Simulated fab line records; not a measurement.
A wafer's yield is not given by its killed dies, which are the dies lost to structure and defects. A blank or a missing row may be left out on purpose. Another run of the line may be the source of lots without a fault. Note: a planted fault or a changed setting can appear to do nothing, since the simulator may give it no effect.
fab line records	flow nand-harc
record lots=5	wafers=15	last-day=32
route steps=1302 shown P_M0@256 END@1302
lots with no fault: from the same line, run without faults
start-h: start of the lot's first displayed wafer, in hours after the record's first day	wait-h: hours from the lot's prior step to this one	" the same as in the row above	L1.1+2: a row that stands for several wafers	- no value, or no start was given	* or withheld: withheld	< > ~ a bound
route shown NAME@n: NAME is a module with steps in the file, n the number in the route of the first one	usual: mean and standard deviation over wafers with no fault	same: alike in all rows	chamber/n: place in a boat	sites: each site's reading	_std_site: the standard deviation of these	_edge_site: the outer-site mean with the inner-site mean subtracted	radius-mm: how far each site lies from the wafer's centre	mask NAME#n: copy n	behind: tool/chamber where the wafer was last shaped	hold: reason for holding the lot/hours on hold/outcome of the hold	device: which transistor (n, p or np) failed to switch	end of line: at the end of the route, the tests of the same wafers	a step without rows: its recipe alone	killed: dies that structure and defects cost at the first sort, which is not the same as the wafer's yield	map: dies across one wafer; x = killed, . = not, _ = none there
set.NAME: the run value of the setting; set.NAME@STEP: its run value at that earlier step	model.NAME: the simulator's own value behind a step, which no gauge read
certain route steps with their lots: each step a table, each wafer a row
services: when a tool's chamber went out of use (start-h, in hours from the record's first day, below 0 if earlier), for how many hours, and the reason
## steps
# step NHARC_P_M0_COAT_33
# recipe temp-c=200	time-s=65
# step NHARC_P_M0_COAT_03
# recipe spin-rpm=1500	resist-thk-nm=90
# step NHARC_P_M0_SOFTBAKE_04
# recipe temp-c=105	time-s=55
# step NHARC_P_M0_EBR_05
# step NHARC_P_M0_EXPOSE_06
# recipe na=1.35	target-cd-nm=90	dose-mj=81.28	mask-id=P_M0
# step NHARC_P_M0_PEB_07
# recipe peb-temp-c=100	peb-time-s=65
# step NHARC_P_M0_DEVELOP_08
# recipe develop-time-s=35	dev-temp-c=23
# step NHARC_P_M0_CD_MEAS_09
# recipe target-cd-nm=90	landing-energy-ev=500
# usual cd-nm=89.9/0.79
lot.wafer	tool	chamber	start-h	wait-h	cd-nm
L538.3	cd-sem-03	0	181.16	-	88.6
L538.4	"	0	"	"	89.1
L538.5	"	0	"	"	89.7
L540.1	cd-sem-03	0	203.45	-	90.4
L540.2	"	0	"	"	90.4
L540.6	"	0	"	"	88.8
L547.1	cd-sem-03	0	269.49	-	89.3
L547.3	"	0	"	"	88.5
L547.6	"	0	"	"	89.2
L549.1	cd-sem-02	0	287.83	-	90.0
L549.5	"	0	"	"	90.6
L549.6	"	0	"	"	90.6
L552.4	cd-sem-03	0	318.26	-	89.9
L552.5	"	0	"	"	89.4
L552.6	"	0	"	"	89.2
# step NHARC_P_M0_OVL_MEAS_10
# recipe pitch-nm=180
# usual overlay-x-nm=-0.1/0.85	overlay-y-nm=0.1/0.69
lot.wafer	tool	chamber	start-h	wait-h	overlay-x-nm	overlay-y-nm
L538.3	overlay-01	-	181.25	-	0.2	0.3
L538.4	"	-	"	"	0.4	0.5
L538.5	"	-	"	"	0.1	0.2
L540.1	overlay-01	-	203.54	-	0.2	0.9
L540.2	"	-	"	"	-0.3	1.3
L540.6	"	-	"	"	0.2	0.6
L547.1	overlay-01	-	269.57	-	-1.6	-0.4
L547.3	"	-	"	"	-1.5	0.0
L547.6	"	-	"	"	-1.5	-0.2
L549.1	overlay-01	-	287.92	-	-0.2	-0.5
L549.5	"	-	"	"	0.0	-0.5
L549.6	"	-	"	"	-0.5	-1.3
L552.4	overlay-02	-	318.35	-	-0.6	0.4
L552.5	"	-	"	"	-1.4	0.4
L552.6	"	-	"	"	-0.9	0.0
# step NHARC_P_M0_INSPECT_11
# usual raw-defect-count=4.8/2.8
lot.wafer	tool	chamber	start-h	wait-h	raw-defect-count
L538.3	defect-inspect-02	-	181.28	0.0	5
L538.4	"	-	"	"	3
L538.5	"	-	"	"	5
L540.1	defect-inspect-02	-	203.57	0.0	5
L540.2	"	-	"	"	4
L540.6	"	-	"	"	4
L547.1	defect-inspect-02	-	269.61	0.0	2
L547.3	"	-	"	"	2
L547.6	"	-	"	"	2
L549.1	defect-inspect-01	-	287.96	0.0	1
L549.5	"	-	"	"	5
L549.6	"	-	"	"	1
L552.4	defect-inspect-01	-	318.38	0.0	3
L552.5	"	-	"	"	3
L552.6	"	-	"	"	6
# step NHARC_P_M0_DESCUM_14
# recipe time-s=3	o2-flow-sccm=200	ar-flow-sccm=0	bias-power-w=0	chemistry=O2
# usual drypump-motor-current-A=5.6/0.5	oes-product-au=1.001/0.013	rf-vpp-V=57.7/0.96	showerhead-plenum-p-Torr=1.91/0.095	throttle-valve-pct=11.312/0.0082
lot.wafer	tool	chamber	start-h	wait-h	drypump-motor-current-A	oes-product-au	rf-hours-counter-h	rf-vpp-V	showerhead-plenum-p-Torr	throttle-valve-pct
L538.4	rie-diel-10	0	181.34	0.1	5.0	0.995	43	57.2	1.77	11.317
L538.3	"	3	"	"	5.8	1.000	40	58.1	1.96	11.314
L538.5	"	1	"	"	5.5	0.994	-	60.1	2.06	11.314
L540.2	rie-diel-10	3	203.64	0.1	5.7	0.983	49	58.5	1.95	11.323
L540.1	"	0	"	"	5.0	0.979	50	56.3	1.76	11.301
L540.6	"	2	"	"	5.1	1.007	-	57.3	1.78	11.321
L547.3	rie-diel-04	3	269.67	0.1	5.0	0.991	16	58.3	1.80	11.322
L547.1	"	2	"	"	6.4	0.994	16	58.5	1.85	11.308
L547.6	"	0	"	"	6.0	1.011	-	57.5	2.02	11.302
L549.1	rie-diel-04	1	288.04	0.1	5.5	0.990	21	58.0	1.94	11.310
L549.6	"	0	"	"	6.0	0.999	-	59.4	2.02	11.321
L549.5	"	1	"	"	5.5	0.993	-	56.7	1.94	11.305
L552.4	rie-diel-04	2	318.44	0.1	6.3	0.992	27	57.7	1.85	11.315
L552.5	"	2	"	"	6.4	0.993	-	57.2	1.85	11.313
L552.6	"	3	"	"	5.0	1.003	-	59.2	1.79	11.325
# step NHARC_P_M0_ETCH_34
# recipe target-depth-a=400	overetch-a=120	time-s=43.94	ion-energy-ev=200	n2-flow-sccm=150	h2-flow-sccm=150	ar-flow-sccm=0	rf-w=400	bias-w=150	chemistry=N2/H2
# usual drypump-motor-current-A=5.6/0.51	oes-product-au=1.000/0.014	rf-fwd-power-W=394.9/1.8	rf-vpp-V=430.2/2.9	showerhead-plenum-p-Torr=2.03/0.1	throttle-valve-pct=14.170/0.0094
lot.wafer	tool	chamber	start-h	wait-h	drypump-motor-current-A	oes-product-au	rf-fwd-power-W	rf-hours-counter-h	rf-vpp-V	showerhead-plenum-p-Torr	throttle-valve-pct
L538.4	rie-diel-10	3	181.43	0.1	5.7	0.980	399.4	40	430.5	2.09	14.161
L538.3	"	2	"	"	5.1	0.998	394.6	37	425.6	1.89	14.171
L538.5	"	0	"	"	5.0	0.983	394.9	-	425.6	1.88	14.172
L540.2	rie-diel-10	0	203.72	0.1	4.9	0.970	393.5	50	426.7	1.87	14.171
L540.1	"	1	"	"	5.5	0.982	394.8	44	436.9	2.20	14.176
L540.6	"	1	"	"	5.5	0.986	394.3	-	433.7	2.20	14.168
L547.3	rie-diel-04	3	269.76	0.1	5.0	0.997	396.2	16	426.6	1.91	14.163
L547.1	"	1	"	"	5.5	0.996	394.5	15	430.6	2.07	14.171
L547.6	"	3	"	"	5.0	0.995	396.1	-	427.6	1.91	14.178
L549.1	rie-diel-04	1	288.13	0.1	5.5	0.981	394.2	21	432.8	2.07	14.157
L549.6	"	2	"	"	6.3	0.992	392.9	-	429.0	1.97	14.170
L549.5	"	3	"	"	5.0	0.996	396.3	-	426.6	1.91	14.165
L552.4	rie-diel-04	2	318.54	0.1	6.4	1.002	392.6	27	427.7	1.97	14.174
L552.6	"	0	"	"	6.0	1.022	394.1	-	432.9	2.15	14.186
L552.5	"	1	"	"	5.5	1.004	395.3	-	431.3	2.07	14.167
# step NHARC_P_M0_ETCH_15
# recipe target-depth-a=1500	overetch-a=150	time-s=82.5	c4f8-flow-sccm=withheld	ar-flow-sccm=400	rf-w=600	bias-w=300	chemistry=C4F8/Ar
# usual oes-product-au=0.955/0.022	rf-fwd-power-W=595.1/2.2	rf-vpp-V=441/3
lot.wafer	tool	chamber	start-h	wait-h	oes-product-au	rf-fwd-power-W	rf-hours-counter-h	rf-vpp-V
L538.4	rie-diel-10	2	181.52	-	0.947	596.3	37	436
L538.3	"	1	"	"	0.930	593.1	37	445
L538.5	"	3	"	"	0.941	597.4	-	440
L540.2	rie-diel-10	0	203.81	-	0.839	595.7	50	436
L540.1	"	3	"	"	0.946	597.0	49	443
L540.6	"	0	"	"	0.835	594.4	-	436
L547.1	rie-diel-04	0	269.88	-	0.968	595.2	15	444
L547.3	"	1	"	"	0.980	595.5	15	443
L547.6	"	0	"	"	0.970	593.4	-	444
L549.1	rie-diel-04	3	288.20	-	0.952	595.1	21	436
L549.5	"	3	"	"	0.956	598.3	-	438
L549.6	"	0	"	"	0.965	593.8	-	443
L552.4	rie-diel-04	1	318.63	-	0.980	597.6	27	442
L552.6	"	3	"	"	0.964	595.1	-	436
L552.5	"	0	"	"	0.989	592.2	-	443
# step NHARC_P_M0_CD_MEAS_16
# usual cd-nm=89.9/0.98
lot.wafer	tool	chamber	start-h	wait-h	cd-nm
L538.3	cd-sem-02	-	181.65	-	88.6
L538.4	"	-	"	"	89.7
L538.5	"	-	"	"	89.6
L540.1	cd-sem-03	-	203.93	-	90.6
L540.2	"	-	"	"	89.7
L540.6	"	-	"	"	88.6
L547.1	cd-sem-02	-	270.00	-	88.8
L547.3	"	-	"	"	89.7
L547.6	"	-	"	"	89.8
L549.1	cd-sem-01	-	288.33	-	90.8
L549.5	"	-	"	"	91.2
L549.6	"	-	"	"	91.1
L552.4	cd-sem-01	-	318.75	-	89.6
L552.5	"	-	"	"	88.7
L552.6	"	-	"	"	89.3
# step NHARC_END_SORT_01
# recipe temp-c=25
# usual defect-limited-yield=91.0/2.8	killed-at-array=56/19	killed-at-other=0.6/1	killed-at-periphery=3.9/2.7	killed-dies=61/19	killed-open=3.3/1.9	killed-short=2.4/1.7
# same gross-dies=677
lot.wafer	tool	chamber	start-h	wait-h	defect-limited-yield[%]	killed-at-array	killed-at-other	killed-at-periphery	killed-dies	killed-open	killed-short
L540.1	prober-02	0	638.05	2.6	95.9	23	0	5	28	1	2
L540.2	prober-02	0	638.85	2.8	0	32	0	645	677	4	1
L540.6	prober-02	0	642.03	4.0	0.1	38	0	638	676	5	4
L538.3	prober-02	0	647.39	3.1	92.5	46	1	4	51	2	2
L538.4	prober-02	0	648.20	3.4	92.3	50	0	2	52	5	3
L538.5	prober-02	0	649.00	3.7	93.4	43	0	2	45	2	2
L547.1	prober-02	0	724.80	2.5	93.5	41	1	2	44	3	0
L547.3	prober-02	0	726.40	3.1	92.6	47	0	3	50	3	6
L547.6	prober-02	0	728.79	4.0	90.4	61	1	3	65	3	2
# killed by level:class
L540.1 A_CHANNEL_HOLE_D2:chamber-film-flake=7 P_GATE:chamber-film-flake=3 A_CHANNEL_HOLE_D1:chamber-film-flake=3 A_CHANNEL_FILL_D1:chamber-film-flake=3 A_WL_FILL:chamber-film-flake=3 A_DECK1_JOINT:chamber-film-flake=2 A_STAIRCASE:chamber-film-flake=2 P_M1:geometric-particle:open=1
L540.2 P_M0:area-etch=641 A_CHANNEL_HOLE_D2:chamber-film-flake=8 A_DECK1_JOINT:chamber-film-flake=5 A_CHANNEL_HOLE_D1:chamber-film-flake=4 A_SLIT:chamber-film-flake=4 P_GATE:chamber-film-flake=3 A_CHANNEL_FILL_D2:geometric-particle:open=2 A_WL_FILL:chamber-film-flake=2
L540.6 P_M0:area-etch=634 A_CHANNEL_HOLE_D2:chamber-film-flake=16 A_CHANNEL_FILL_D1:chamber-film-flake=3 A_CONTACT:chamber-film-flake=3 A_ONON_D1:geometric-particle:open=2 A_CHANNEL_FILL_D2:geometric-particle:short=2 P_GATE:chamber-film-flake=2 A_ZERO_WELL:chamber-film-flake=2
L538.3 A_SLIT:chamber-film-flake=20 A_CHANNEL_HOLE_D2:chamber-film-flake=12 A_CHANNEL_HOLE_D1:chamber-film-flake=3 A_STAIRCASE:chamber-film-flake=2 A_CONTACT:chamber-film-flake=2 A_ONON_D1:geometric-particle:open=1 A_ONON_D2:geometric-particle:short=1 A_CHANNEL_FILL_D2:geometric-particle:open=1
L538.4 A_SLIT:chamber-film-flake=28 A_CHANNEL_HOLE_D1:chamber-film-flake=5 A_CHANNEL_HOLE_D2:chamber-film-flake=5 A_CHANNEL_FILL_D2:geometric-particle:open=2 P_ZERO_WELL:chamber-film-flake=2 A_ONON_D1:geometric-particle:open=1 A_CHANNEL_FILL_D1:geometric-particle:short=1 A_DECK1_JOINT:geometric-particle:open=1
L538.5 A_SLIT:chamber-film-flake=21 A_CHANNEL_HOLE_D2:chamber-film-flake=7 A_STAIRCASE:chamber-film-flake=4 A_CONTACT:chamber-film-flake=4 A_CHANNEL_HOLE_D1:chamber-film-flake=3 P_CONTACT:geometric-particle:open=1 A_DECK1_JOINT:geometric-particle:short=1 A_CHANNEL_HOLE_D2:geometric-particle:short=1
L547.1 A_SLIT:chamber-film-flake=16 A_CHANNEL_HOLE_D2:chamber-film-flake=9 A_CHANNEL_HOLE_D1:chamber-film-flake=7 A_STAIRCASE:chamber-film-flake=3 P_M0:geometric-particle:open=1 A_CHANNEL_FILL_D1:geometric-particle:open=1 A_CHANNEL_HOLE_D2:geometric-particle:open=1 P_M1:chamber-film-flake=1
L547.3 A_SLIT:chamber-film-flake=20 A_CHANNEL_HOLE_D2:chamber-film-flake=9 A_CHANNEL_HOLE_D1:chamber-film-flake=5 A_CONTACT:chamber-film-flake=3 A_CHANNEL_FILL_D1:chamber-film-flake=2 P_M1:geometric-particle:open=1 A_ONON_D1:geometric-particle:open=1 A_CHANNEL_HOLE_D1:geometric-particle:short=1
L547.6 A_SLIT:chamber-film-flake=22 A_CHANNEL_HOLE_D2:chamber-film-flake=19 A_CHANNEL_HOLE_D1:chamber-film-flake=11 A_DECK1_JOINT:chamber-film-flake=2 A_STAIRCASE:chamber-film-flake=2 A_CONTACT:chamber-film-flake=2 P_GATE:geometric-particle:open=1 P_CONTACT:geometric-particle:open=1
# map L540.2 (x killed, . not)
____________x____________
_________xxxxxxx_________
_______xxxxxxxxxxx_______
______xxxxxxxxxxxxx______
_____xxxxxxxxxxxxxxx_____
____xxxxxxxxxxxxxxxxx____
____xxxxxxxxxxxxxxxxx____
___xxxxxxxxxxxxxxxxxxx___
___xxxxxxxxxxxxxxxxxxx___
__xxxxxxxxxxxxxxxxxxxxx__
__xxxxxxxxxxxxxxxxxxxxx__
_xxxxxxxxxxxxxxxxxxxxxxx_
_xxxxxxxxxxxxxxxxxxxxxxx_
_xxxxxxxxxxxxxxxxxxxxxxx_
_xxxxxxxxxxxxxxxxxxxxxxx_
_xxxxxxxxxxxxxxxxxxxxxxx_
xxxxxxxxxxxxxxxxxxxxxxxxx
xxxxxxxxxxxxxxxxxxxxxxxxx
xxxxxxxxxxxxxxxxxxxxxxxxx
xxxxxxxxxxxxxxxxxxxxxxxxx
xxxxxxxxxxxxxxxxxxxxxxxxx
_xxxxxxxxxxxxxxxxxxxxxxx_
_xxxxxxxxxxxxxxxxxxxxxxx_
_xxxxxxxxxxxxxxxxxxxxxxx_
_xxxxxxxxxxxxxxxxxxxxxxx_
_xxxxxxxxxxxxxxxxxxxxxxx_
__xxxxxxxxxxxxxxxxxxxxx__
__xxxxxxxxxxxxxxxxxxxxx__
___xxxxxxxxxxxxxxxxxxx___
___xxxxxxxxxxxxxxxxxxx___
____xxxxxxxxxxxxxxxxx____
____xxxxxxxxxxxxxxxxx____
_____xxxxxxxxxxxxxxx_____
______xxxxxxxxxxxxx______
_______xxxxxxxxxxx_______
_________xxxxxxx_________
____________x____________
# map L538.4 (x killed, . not)
____________.____________
_________......._________
_______........xxx_______
______.....x.....xx______
_____.............x._____
____..............xx.____
____.............x..x____
___...............x...___
___...................___
__.....................__
__.....................__
_.......x..............._
_x...................x.._
_......................._
_.....x................._
_......................._
.........................
.......x.................
.....................x...
.........xx...x..........
.......x.x...............
_.........x............._
_........xxxx..........._
_........x.xx..........._
_.......x.xxx.x........._
_....x....x.x..........._
__....x.x.xx...........__
__........xx...x.......__
___x......x.x...x.....___
___...................___
____..x..............____
____.................____
_____..............._____
______.............______
_______..........._______
_________...x..._________
____________.____________
## services
tool	chamber	start-h	hours	kind
rie-diel-04	3	160.47	7.7	repair
rie-diel-04	-	177.90	9.0	pm
rie-diel-04	0	177.90	9.0	vent-cycle
rie-diel-04	1	177.90	9.0	vent-cycle
rie-diel-04	2	177.90	9.0	vent-cycle
rie-diel-04	3	177.90	9.0	vent-cycle
rie-diel-04	0	186.90	-	clean
rie-diel-04	1	186.90	-	clean
rie-diel-04	2	186.90	-	clean
rie-diel-04	3	186.90	-	clean
rie-diel-04	0	211.40	-	clean
rie-diel-04	1	211.40	-	clean
rie-diel-04	2	211.40	-	clean
rie-diel-04	3	211.40	-	clean
rie-diel-04	0	235.90	-	clean
rie-diel-04	1	235.90	-	clean
rie-diel-04	2	235.90	-	clean
rie-diel-04	3	235.90	-	clean
rie-diel-10	-	243.00	9.0	pm
rie-diel-04	0	260.40	-	clean
rie-diel-04	1	260.40	-	clean
rie-diel-10	2	267.05	8.4	repair
rie-diel-10	-	286.71	6.6	repair
rie-diel-10	2	315.87	12.0	repair
## key
first-sign step=NHARC_P_M0_ETCH_15	reading=oes-product-au	direction=down	sigmas=5.4	usual=0.955	struck=0.837
effect step=NHARC_END_SORT_01	reading=killed-at-periphery	direction=up	sigmas=99+	usual=3.9	struck=641.5
more-kills-born-at NHARC_P_M0_ETCH_15@rie-diel-10=1275
met-at NHARC_P_M0_ETCH_15
struck-wafers L540.2,L540.6
later-rows-left-out L540.2,L540.6
fault kind=process-parameter-drift	tool=rie-diel-10	chamber=0	onset-h=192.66	steps=NHARC_P_M0_ETCH_15	channel=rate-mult	offset=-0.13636	shape=step	end-h=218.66
# later-rows-left-out: the simulator's readings of these wafers behind a module that went badly wrong aren't trusted and aren't shown, but for the sort
